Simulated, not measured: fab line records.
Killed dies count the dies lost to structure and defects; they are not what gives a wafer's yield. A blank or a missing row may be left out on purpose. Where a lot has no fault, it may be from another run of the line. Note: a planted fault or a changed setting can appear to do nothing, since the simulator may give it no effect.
Matching of chambers / flow n5 finfet / N5_BEOL_M3_STRIP_36 on rie diel-03 has 4 sister chambers
The step strips in N2/H2. 8 wafers are shown with their chamber, then 9 later ones without.

== EACH WAFER AND ITS CHAMBER ==
wafer=L077.2; chamber=1; showerhead plenum p Torr (Torr)=2.43; drypump motor current A (A)=6.1
wafer=L081.3; chamber=2; showerhead plenum p Torr (Torr)=2.64; drypump motor current A (A)=5.0
wafer=L081.4; chamber=3; showerhead plenum p Torr (Torr)=2.58; drypump motor current A (A)=5.4
wafer=L084.5; chamber=0; showerhead plenum p Torr (Torr)=2.51; drypump motor current A (A)=5.6
wafer=L084.6; chamber=1; showerhead plenum p Torr (Torr)=2.43; drypump motor current A (A)=6.1
wafer=L092.2; chamber=0; showerhead plenum p Torr (Torr)=2.51; drypump motor current A (A)=5.6
wafer=L092.3; chamber=2; showerhead plenum p Torr (Torr)=2.63; drypump motor current A (A)=5.0
wafer=L092.4; chamber=3; showerhead plenum p Torr (Torr)=2.58; drypump motor current A (A)=5.3

== WAFERS WITH NO CHAMBER GIVEN ==
wafer=L089.2; showerhead plenum p Torr (Torr)=2.63; drypump motor current A (A)=5.0
wafer=L089.4; showerhead plenum p Torr (Torr)=2.57; drypump motor current A (A)=5.4
wafer=L089.5; showerhead plenum p Torr (Torr)=2.57; drypump motor current A (A)=5.4
wafer=L095.1; showerhead plenum p Torr (Torr)=2.42; drypump motor current A (A)=6.1
wafer=L095.4; showerhead plenum p Torr (Torr)=2.63; drypump motor current A (A)=5.0
wafer=L095.6; showerhead plenum p Torr (Torr)=2.42; drypump motor current A (A)=6.2
wafer=L094.1; showerhead plenum p Torr (Torr)=2.50; drypump motor current A (A)=5.5
wafer=L094.2; showerhead plenum p Torr (Torr)=2.57; drypump motor current A (A)=5.3
wafer=L094.6; showerhead plenum p Torr (Torr)=2.50; drypump motor current A (A)=5.5

== THE CHAMBER EACH PASSED THROUGH ==
wafer=L089.2; from the rows above=2; in truth=2
wafer=L089.4; from the rows above=3; in truth=3
wafer=L089.5; from the rows above=3; in truth=3
wafer=L095.1; from the rows above=1; in truth=1
wafer=L095.4; from the rows above=2; in truth=2
wafer=L095.6; from the rows above=1; in truth=1
wafer=L094.1; from the rows above=0; in truth=0
wafer=L094.2; from the rows above=3; in truth=3
wafer=L094.6; from the rows above=0; in truth=0
Correct placement for 9 of the 9. Number that these rows cannot place: 0. Number placed wrongly: 0.
How it was worked out, from the rows above alone: a wafer's distance from a chamber is the root of the sum, over the readings, of the square of ((its reading less the chamber's mean) divided by the reading's scatter). If the next closest chamber is less than 2 further off than the closest, the wafer can't be placed; otherwise it belongs to the closest. The mean given for a chamber averages the wafers shown for that chamber. The scatter: the root of (the sum of the squares of (reading less its chamber's mean) over the shown wafers, divided by (wafers less chambers)).
